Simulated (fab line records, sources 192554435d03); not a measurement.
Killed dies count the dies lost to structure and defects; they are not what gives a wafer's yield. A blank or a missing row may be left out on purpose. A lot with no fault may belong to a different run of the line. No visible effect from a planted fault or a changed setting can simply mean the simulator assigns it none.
Chamber matching	flow n5-finfet	N5_BEOL_M5_STRIP_64 on rie-diel-03 has 4 sister chambers
The step strips in CF4. 20 wafers are shown with their chamber, then 10 later ones without.

EACH WAFER AND ITS CHAMBER
wafer	chamber	showerhead-plenum-p-Torr (Torr)	drypump-motor-current-A (A)	throttle-valve-pct (%)
L074.2	2	1.78	5.7	14.07
L074.4	3	1.85	5.7	13.95
L074.6	0	1.72	5.4	13.86
L079.2	0	1.72	5.5	13.89
L079.3	1	1.84	5.2	13.49
L079.4	2	1.78	5.7	14.09
L080.1	1	1.84	5.2	13.51
L080.3	2	1.78	5.7	14.09
L080.4	0	1.72	5.5	13.88
L081.3	1	1.84	5.2	13.48
L081.5	0	1.72	5.5	13.88
L081.6	3	1.84	5.7	13.38
L082.1	0	1.72	5.4	13.89
L082.3	1	1.84	5.2	13.52
L082.5	2	1.78	5.7	14.10
L083.3	0	1.72	5.4	13.90
L083.4	2	1.78	5.7	14.10
L083.5	1	1.84	5.2	13.53
L088.1	3	1.83	5.6	13.47
L088.2	0	1.71	5.5	13.96

SIGNATURES (averages over the wafers above)
reading	chamber 0	chamber 1	chamber 2	chamber 3	scatter within a chamber
showerhead-plenum-p-Torr	1.7186	1.8400	1.7800	1.8400	0.00423
drypump-motor-current-A	5.457	5.200	5.700	5.667	0.0386
throttle-valve-pct	13.8943	13.5060	14.0900	13.6000	0.111
Rule: for a wafer and a chamber, the distance is found by dividing, reading by reading, the gap between the wafer's reading and the chamber's mean by the reading's scatter, squaring, summing and taking the root. The wafer belongs to the nearest chamber; if the next one is less than 2 further off, it can't be placed. The scatter: the root of (the sum of the squares of (reading less its chamber's mean) over the shown wafers, divided by (wafers less chambers)).

WAFERS WITH NO CHAMBER GIVEN
wafer	showerhead-plenum-p-Torr (Torr)	drypump-motor-current-A (A)	throttle-valve-pct (%)
L088.4	1.78	5.7	13.54
L086.1	1.71	5.5	13.94
L086.5	1.78	5.7	13.54
L086.6	1.83	5.7	13.47
L090.2	1.83	5.7	13.47
L090.4	1.83	5.7	13.49
L090.5	1.71	5.5	13.97
L092.1	1.83	5.7	13.47
L092.3	1.71	5.5	13.99
L092.5	1.77	5.7	13.56

EACH ONE'S CHAMBER
wafer	from the rows above	in truth
L088.4	2	2
L086.1	0	0
L086.5	2	2
L086.6	3	3
L090.2	3	3
L090.4	3	3
L090.5	0	0
L092.1	3	3
L092.3	0	0
L092.5	2	2
10 of 10 placed correctly. Not placeable from these rows: 0. Wrongly placed: 0.
